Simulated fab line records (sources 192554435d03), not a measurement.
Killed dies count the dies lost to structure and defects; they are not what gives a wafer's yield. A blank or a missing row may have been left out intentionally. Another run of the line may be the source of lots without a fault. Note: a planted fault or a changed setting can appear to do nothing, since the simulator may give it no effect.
Chamber matching    flow n5_finfet    3 sister chambers for N5_BEOL_M7_CURE_74 on uv_cure-01
The step cures SiCOH lowk, time 240 s. 6 wafers are shown with their chamber, then 7 later ones without.

## WAFERS, EACH WITH ITS CHAMBER
wafer   chamber  wafer_temp_C_max  lamp_power_pct (%)
L081.4  1        386.6             52.20
L081.5  1        386.0             52.36
L086.3  2        387.5             52.25
L086.4  2        388.1             52.30
L091.3  0        386.7             52.40
L091.4  0        386.9             52.29

## WAFERS WHOSE CHAMBER IS MISSING
wafer   wafer_temp_C_max  lamp_power_pct (%)
L091.6  387.4             52.29
L092.3  387.5             52.36
L092.4  388.0             52.33
L092.6  386.8             52.36
L095.2  387.7             52.23
L095.4  386.9             52.24
L095.6  387.7             52.30

## EACH ONE'S CHAMBER
wafer   from the rows above           in truth
L091.6  can't be placed: 2 or 0 or 1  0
L092.3  can't be placed: 2 or 0       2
L092.4  2                             2
L092.6  can't be placed: 0 or 1       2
L095.2  2                             2
L095.4  can't be placed: 0 or 1 or 2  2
L095.6  2                             2
Correct placement for 3 of the 7. These rows do not allow placing 4 (true chamber among the candidates in 3). Number placed wrongly: 0.
How it was worked out, from the rows above alone: a wafer's distance from a chamber is the root of the sum, over the readings, of the square of ((its reading less the chamber's mean) divided by the reading's scatter). The wafer belongs to the nearest chamber; if the next one is less than 2 further off, it can't be placed. A chamber's mean is the mean of its shown wafers. How the scatter is found: for the shown wafers, subtract from each reading the mean of its chamber, square and add these, divide the total by (wafers less chambers), then take the root.
